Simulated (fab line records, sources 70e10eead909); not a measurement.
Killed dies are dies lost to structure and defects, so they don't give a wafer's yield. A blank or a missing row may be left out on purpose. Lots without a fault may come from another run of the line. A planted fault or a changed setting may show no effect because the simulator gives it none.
fab line records | flow nand_harc
record lots=5 wafers=15 last_day=34
route steps=1302 shown A_ONON_D2@550 END@1302
lots that met no fault: from a run of the same line without faults
start_h: hours from the record's first day to the start of the lot's first wafer shown | wait_h: hours since the lot's step before | " the same as in the row above | L1.1+2: a row that stands for several wafers | - no value, or no start given | * or withheld: withheld | < > ~ a bound
route shown NAME@n: a module of which the file shows steps, and the number in the route of the first | usual: mean/standard deviation of fault-free wafers | same: alike in all rows | chamber/n: place in a boat | sites: the reading at each site | _std_site: their standard deviation | _edge_site: outer sites' mean less inner sites' | radius_mm: how far each site lies from the wafer's centre | mask NAME#n: copy n | behind: the tool/chamber that last shaped the wafer | hold: why the lot was held/for how many hours/how that ended | device: the transistor (n, p or np) that didn't switch | end of line: the same wafers' tests at the end of the route | a step without rows: its recipe alone | killed: dies lost to structure and defects at the first sort, not the wafer's yield | map: a wafer's dies, x killed, . not, _ none there
set.NAME: the setting as run; set.NAME@STEP: as run at that earlier step | model.NAME: the simulator's own value behind a step, which no gauge read
lots at some steps of the route; a table a step, a row a wafer
services: from which hour (start_h, from the record's first day; less than 0 if before it) a tool's chamber was out of use, for how many hours, and why
## steps
# step NHARC_A_ONON_D2_THK_MEAS_08
# recipe thk_meas_gauge=ellipsometry
# usual thk_nm=998/9.6
# columns lot.wafer tool chamber start_h wait_h thk_nm
L950.2 film_metro-02 - 295.34 - 983
L950.5 " - " " 984
L950.6 " - " " 981
L954.3 film_metro-01 - 347.17 - 1013
L954.4 " - " " 1013
L954.6 " - " " 1012
L960.1 film_metro-01 - 382.51 - 989
L960.2 " - " " 989
L960.3 " - " " 987
L965.2 film_metro-02 - 445.01 - 994
L965.4 " - " " 994
L965.5 " - " " 995
L970.1 film_metro-02 - 513.07 - 996
L970.4 " - " " 998
L970.6 " - " " 997
# step NHARC_A_ONON_D2_DEP_09
# recipe target_thk_a=10000 n2_flow_sccm=2750 n2o_flow_sccm=2000 nh3_flow_sccm=500 sih4_flow_sccm=210 temp_c=400
# step NHARC_A_ONON_D2_THK_MEAS_11
# recipe thk_meas_gauge=ellipsometry
# usual thk_nm=1002/8.8
# columns lot.wafer tool chamber start_h wait_h thk_nm
L950.2 film_metro-01 - 295.90 - 990
L950.5 " - " " 992
L950.6 " - " " 989
L954.3 film_metro-01 - 347.73 - 996
L954.4 " - " " 997
L954.6 " - " " 997
L960.1 film_metro-01 - 383.08 - 997
L960.2 " - " " 998
L960.3 " - " " 998
L965.2 film_metro-02 - 445.58 - 1006
L965.4 " - " " 1004
L965.5 " - " " 1004
L970.1 film_metro-01 - 513.64 - 1004
L970.4 " - " " 1004
L970.6 " - " " 1003
# step NHARC_A_ONON_D2_DEP_12
# recipe target_thk_a=10000 n2_flow_sccm=2750 n2o_flow_sccm=2000 nh3_flow_sccm=500 sih4_flow_sccm=210 temp_c=400
# step NHARC_A_ONON_D2_THK_MEAS_14
# recipe thk_meas_gauge=ellipsometry
# usual thk_nm=997/9.3
# columns lot.wafer tool chamber start_h wait_h thk_nm
L950.2 film_metro-02 - 296.47 - 1000
L950.5 " - " " 1000
L950.6 " - " " 1001
L954.3 film_metro-02 - 348.30 - 992
L954.4 " - " " 993
L954.6 " - " " 993
L960.1 film_metro-01 - 383.64 - 994
L960.2 " - " " 993
L960.3 " - " " 993
L965.2 film_metro-02 - 446.14 - 989
L965.4 " - " " 990
L965.5 " - " " 990
L970.1 film_metro-01 - 514.21 - 974
L970.4 " - " " 973
L970.6 " - " " 972
# step NHARC_A_ONON_D2_ANNEAL_15
# recipe temp_c=750 time_s=3600
# step NHARC_A_ONON_D2_DEP_16
# recipe target_thk_a=10000 n2_flow_sccm=2750 n2o_flow_sccm=2000 nh3_flow_sccm=500 sih4_flow_sccm=210 temp_c=400
# step NHARC_A_ONON_D2_THK_MEAS_18
# recipe thk_meas_gauge=ellipsometry
# usual thk_nm=1002/11
# columns lot.wafer tool chamber start_h wait_h thk_nm
L950.2 film_metro-02 - 303.78 - 1008
L950.5 " - " " 1011
L950.6 " - " " 1009
L954.3 film_metro-02 - 356.04 - 987
L954.4 " - " " 985
L954.6 " - " " 987
L960.1 film_metro-01 - 391.37 - 999
L960.2 " - " " 998
L960.3 " - " " 999
L965.2 film_metro-01 - 453.44 - 1014
L965.4 " - " " 1015
L965.5 " - " " 1015
L970.1 film_metro-01 - 519.91 - 987
L970.4 " - " " 988
L970.6 " - " " 989
# step NHARC_A_ONON_D2_DEP_19
# recipe target_thk_a=10000 n2_flow_sccm=2750 n2o_flow_sccm=2000 nh3_flow_sccm=500 sih4_flow_sccm=210 temp_c=400
# step NHARC_A_ONON_D2_THK_MEAS_21
# recipe thk_meas_gauge=ellipsometry
# usual thk_nm=1001/8.1
# columns lot.wafer tool chamber start_h wait_h thk_nm
L950.2 film_metro-01 - 304.35 - 996
L950.5 " - " " 997
L950.6 " - " " 998
L954.3 film_metro-02 - 356.61 - 991
L954.4 " - " " 989
L954.6 " - " " 991
L960.1 film_metro-02 - 391.94 - 1006
L960.2 " - " " 1005
L960.3 " - " " 1003
L965.2 film_metro-01 - 454.01 - 990
L965.4 " - " " 993
L965.5 " - " " 994
L970.1 film_metro-01 - 520.48 - 999
L970.4 " - " " 1002
L970.6 " - " " 1001
# step NHARC_A_ONON_D2_DEP_22
# recipe target_thk_a=10000 n2_flow_sccm=2750 n2o_flow_sccm=2000 nh3_flow_sccm=500 sih4_flow_sccm=210 temp_c=400
# step NHARC_A_ONON_D2_THK_MEAS_24
# recipe thk_meas_gauge=ellipsometry
# usual thk_nm=998/6.7
# columns lot.wafer tool chamber start_h wait_h thk_nm
L950.2 film_metro-01 - 304.91 - 999
L950.5 " - " " 1003
L950.6 " - " " 1000
L954.3 film_metro-01 - 357.20 - 1007
L954.4 " - " " 1010
L954.6 " - " " 1010
L960.1 film_metro-01 - 392.51 - 990
L960.2 " - " " 990
L960.3 " - " " 990
L965.2 film_metro-01 - 454.89 - 989
L965.4 " - " " 988
L965.5 " - " " 987
L970.1 film_metro-02 - 521.04 - 996
L970.4 " - " " 998
L970.6 " - " " 998
# step NHARC_A_ONON_D2_DEP_25
# recipe target_thk_a=10000 n2_flow_sccm=2750 n2o_flow_sccm=2000 nh3_flow_sccm=500 sih4_flow_sccm=210 temp_c=400
# columns lot.wafer tool chamber start_h wait_h
L950.2+5+6 pecvd_onon-03 0 305.03 0.1
L954.3+4+6 pecvd_onon-03 0 357.36 0.2
L960.1+2+3 pecvd_onon-03 0 392.56 0.1
L965.2+4+5 pecvd_onon-02 0 455.14 0.2
L970.1+4+6 pecvd_onon-02 0 521.10 0.1
# step NHARC_A_ONON_D2_THK_MEAS_27
# recipe thk_meas_gauge=ellipsometry
# usual thk_nm=1000/10
# columns lot.wafer tool chamber start_h wait_h thk_nm
L950.2 film_metro-01 - 305.48 - 1010
L950.5 " - " " 1010
L950.6 " - " " 1009
L954.3 film_metro-02 - 357.75 - 1003
L954.4 " - " " 1003
L954.6 " - " " 1001
L960.1 film_metro-01 - 393.07 - 497
L960.2 " - " " 998
L960.3 " - " " 499
L965.2 film_metro-02 - 455.59 - 993
L965.4 " - " " 994
L965.5 " - " " 993
L970.1 film_metro-01 - 521.60 - 983
L970.4 " - " " 982
L970.6 " - " " 984
# step NHARC_A_ONON_D2_DEP_28
# recipe target_thk_a=10000 n2_flow_sccm=2750 n2o_flow_sccm=2000 nh3_flow_sccm=500 sih4_flow_sccm=210 temp_c=400
# step NHARC_END_SORT_01
# recipe temp_c=25
# usual killed_at_array=53/18 killed_at_other=0.8/1.1 killed_at_periphery=4.1/2.7 killed_dies=58/18 killed_open=3.1/1.7 killed_short=2.7/1.7
# same gross_dies=677
# columns lot.wafer tool chamber start_h wait_h killed_at_array killed_at_other killed_at_periphery killed_dies killed_open killed_short
L960.1 prober-01 0 667.63 2.5 673 1 3 677 1 4
L960.2 prober-01 0 668.43 2.8 50 1 7 58 1 4
L960.3 prober-01 0 669.23 3.1 672 0 5 677 5 1
# killed by level:class
L960.1 A_ONON_D2:area_dep=619 A_SLIT:chamber_film_flake=21 A_CHANNEL_HOLE_D2:chamber_film_flake=14 A_CONTACT:chamber_film_flake=10 A_CHANNEL_HOLE_D1:chamber_film_flake=2 A_ONON_D1:geometric_particle:open=1 A_ONON_D1:geometric_particle:short=1 A_ONON_D2:geometric_particle:short=1
L960.2 A_SLIT:chamber_film_flake=19 A_STAIRCASE:chamber_film_flake=8 A_CHANNEL_HOLE_D2:chamber_film_flake=6 P_CONTACT:chamber_film_flake=4 A_CONTACT:chamber_film_flake=4 A_WL_FILL:chamber_film_flake=4 A_CHANNEL_HOLE_D1:chamber_film_flake=3 P_ZERO_WELL:chamber_film_flake=3
L960.3 A_ONON_D2:area_dep=608 A_SLIT:chamber_film_flake=36 A_CHANNEL_HOLE_D2:chamber_film_flake=9 A_CHANNEL_HOLE_D1:chamber_film_flake=5 A_CONTACT:chamber_film_flake=4 A_STAIRCASE:chamber_film_flake=4 A_WL_FILL:chamber_film_flake=3 A_SOURCE_PLATE:geometric_particle:open=2
# map L960.1 (x killed, . not)
____________x____________
_________xxxxxxx_________
_______xxxxxxxxxxx_______
______xxxxxxxxxxxxx______
_____xxxxxxxxxxxxxxx_____
____xxxxxxxxxxxxxxxxx____
____xxxxxxxxxxxxxxxxx____
___xxxxxxxxxxxxxxxxxxx___
___xxxxxxxxxxxxxxxxxxx___
__xxxxxxxxxxxxxxxxxxxxx__
__xxxxxxxxxxxxxxxxxxxxx__
_xxxxxxxxxxxxxxxxxxxxxxx_
_xxxxxxxxxxxxxxxxxxxxxxx_
_xxxxxxxxxxxxxxxxxxxxxxx_
_xxxxxxxxxxxxxxxxxxxxxxx_
_xxxxxxxxxxxxxxxxxxxxxxx_
xxxxxxxxxxxxxxxxxxxxxxxxx
xxxxxxxxxxxxxxxxxxxxxxxxx
xxxxxxxxxxxxxxxxxxxxxxxxx
xxxxxxxxxxxxxxxxxxxxxxxxx
xxxxxxxxxxxxxxxxxxxxxxxxx
_xxxxxxxxxxxxxxxxxxxxxxx_
_xxxxxxxxxxxxxxxxxxxxxxx_
_xxxxxxxxxxxxxxxxxxxxxxx_
_xxxxxxxxxxxxxxxxxxxxxxx_
_xxxxxxxxxxxxxxxxxxxxxxx_
__xxxxxxxxxxxxxxxxxxxxx__
__xxxxxxxxxxxxxxxxxxxxx__
___xxxxxxxxxxxxxxxxxxx___
___xxxxxxxxxxxxxxxxxxx___
____xxxxxxxxxxxxxxxxx____
____xxxxxxxxxxxxxxxxx____
_____xxxxxxxxxxxxxxx_____
______xxxxxxxxxxxxx______
_______xxxxxxxxxxx_______
_________xxxxxxx_________
____________x____________
# map L950.2 (x killed, . not)
____________.____________
_________......._________
_______..........._______
______.............______
_____x..x..........._____
____..x..............____
____...x............x____
___...................___
___...................___
__.x...................__
__.................x...__
_.....................xx_
_...................xx.._
_......................._
_...........x..........._
_......................._
.........................
.......x............x....
....x....................
.......................x.
.........................
_......................x_
_......................._
_..............x........_
_......................._
_..........x..........x._
__...x.....x...........__
__.x....x............x.__
___x.x.....xx..x......___
___.x...x...x.xx......___
____.....xxxxx.......____
____x......x.xx.....x____
_____.x..x..xxx....._____
______....xxx......______
_______.....x....._______
_________....x.._________
____________.____________
## services
# columns tool chamber start_h hours kind
pecvd_onon-02 - 366.33 13.0 pm
pecvd_onon-03 - 408.00 13.0 pm
## key
first_sign step=NHARC_A_ONON_D2_THK_MEAS_27 reading=thk_nm direction=down sigmas=50 usual=1000 struck=498
effect step=NHARC_END_SORT_01 reading=killed_dies direction=up sigmas=34 usual=58 struck=677
more_kills_born_at NHARC_A_ONON_D2_DEP_25@pecvd_onon-03=1227
met_at NHARC_A_ONON_D2_DEP_25
struck_wafers L960.1,L960.3
later_rows_left_out L960.1,L960.3
tester_left_out L960
onset_between 357.36 392.56
fault kind=process_parameter_drift tool=pecvd_onon-03 chamber=- onset_h=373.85 steps=NHARC_A_ONON_D2_DEP_25 channel=target_thk_a offset=* shape=step end_h=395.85 scope=struck_wafers_only acts_in=* stated=*
# tester_left_out: of these lots the tester's yield and bins aren't shown, on N5 and GAA mostly nor the transistor test; their killed dies are dies lost to structure and defects alone, not to doping, threshold or leakage, so they don't give the yield
# later_rows_left_out: the simulator's readings of these wafers behind a module that went badly wrong aren't trusted and aren't shown, but for the sort
